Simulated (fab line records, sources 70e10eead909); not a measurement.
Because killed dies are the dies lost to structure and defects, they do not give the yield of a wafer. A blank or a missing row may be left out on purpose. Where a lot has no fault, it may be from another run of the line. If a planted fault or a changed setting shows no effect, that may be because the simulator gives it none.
A struck lot beside a sound one | flow nand-harc | 15 steps out of a route of 1302
Sound: the wafers L757.2, L757.5, L757.6. Wafers L765.1, L765.3, L765.5 were the ones struck. At the end, the cause is stated.
For every step that has rows: the tool of each side, followed by ch and its chambers, followed by its first start. Under that, the readings that differ: sound wafers | struck wafers | difference of the means | sigmas: that difference in standard deviations of wafers without a fault.
alike: readings whose means differ by less than 2 such deviations, and words and numbers that are the same on both sides. not compared: withheld readings, readings that some wafer has no value for, bounds like >300 that may hide the same value, and numbers for which the record gives no deviation and whose values overlap.
The two part at a step that has a row with sigmas, a row that says differs or no value, or rows on one side only. Numbers that have no deviation but don't overlap get no sigmas and don't part them. A reading that every wafer of one side lacks parts them only if that side has two wafers or more.

NHARC_A_CONTACT_ETCH_106: etches the open film in CF4/O2, target depth 90 nm, overetch 9 nm, time 49.5 s.
  sound on rie-diel-12 ch 0,1,3, day 23 02:38; struck on rie-diel-03 ch 1,2, day 26 08:20
  alike: drypump-motor-current-A, oes-product-au, rf-vpp-V, showerhead-plenum-p-Torr, throttle-valve-pct
  not compared: rf-hours-counter-h
NHARC_A_CONTACT_STRIP_82: strips in O2.
  sound: rie-diel-12 ch 0,3; struck: rie-diel-03 ch 0,1
  alike: drypump-motor-current-A, oes-product-au, rf-vpp-V, showerhead-plenum-p-Torr, throttle-valve-pct
  not compared: rf-hours-counter-h
then, 1 step without rows for these wafers: NHARC_A_CONTACT_STRIP_83 (strips in post etch residue remover, time 600 s).
NHARC_A_CONTACT_DEP_84: deposits aC, target thk 2800 nm.
  sound on acl-dep-01 ch 0, day 23 03:35; struck on acl-dep-03 ch 0, day 26 11:12
  alike: throttle-valve-pct
NHARC_A_CONTACT_DEP_85: deposits SiON, target thk 60 nm.
  sound on pecvd-01 ch 0,1, day 23 05:06; struck on pecvd-03 ch 0,2, day 26 12:56
  alike: heater-power-w
  not compared: since-wet-clean-h
then, 7 steps without rows for these wafers: NHARC_A_CONTACT_DEHYDRATE_00 (time 120 s); NHARC_A_CONTACT_HMDS_01 (time 30 s); NHARC_A_CONTACT_COAT_86 (time 75 s); NHARC_A_CONTACT_COAT_87 (time 65 s); NHARC_A_CONTACT_COAT_02 (resist thk 90 nm); NHARC_A_CONTACT_SOFTBAKE_03 (time 55 s); NHARC_A_CONTACT_EBR_04.
NHARC_A_CONTACT_EXPOSE_05: exposes mask A CC.
  sound on arfi-scanner-01 ch 0, day 23 05:32; struck on arfi-scanner-03 ch 0, day 26 13:31
  reading              | sound             | struck            | difference | sigmas
  exposure-dose-mJ-cm2 | 84.11 84.14 84.03 | 82.51 82.62 82.61 | -1.51      | -15
  alike: mask
then, 2 steps without rows for these wafers: NHARC_A_CONTACT_PEB_06 (peb time 65 s); NHARC_END_SORT_01.

== WHERE THEY PART ==
Only at NHARC_A_CONTACT_EXPOSE_05, as far as this record shows.

WHY: the cause the simulator had injected
Drift in process parameters on arfi-scanner-03 at NHARC_A_CONTACT_EXPOSE_05, starting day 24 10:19. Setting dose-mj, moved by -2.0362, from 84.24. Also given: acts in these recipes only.
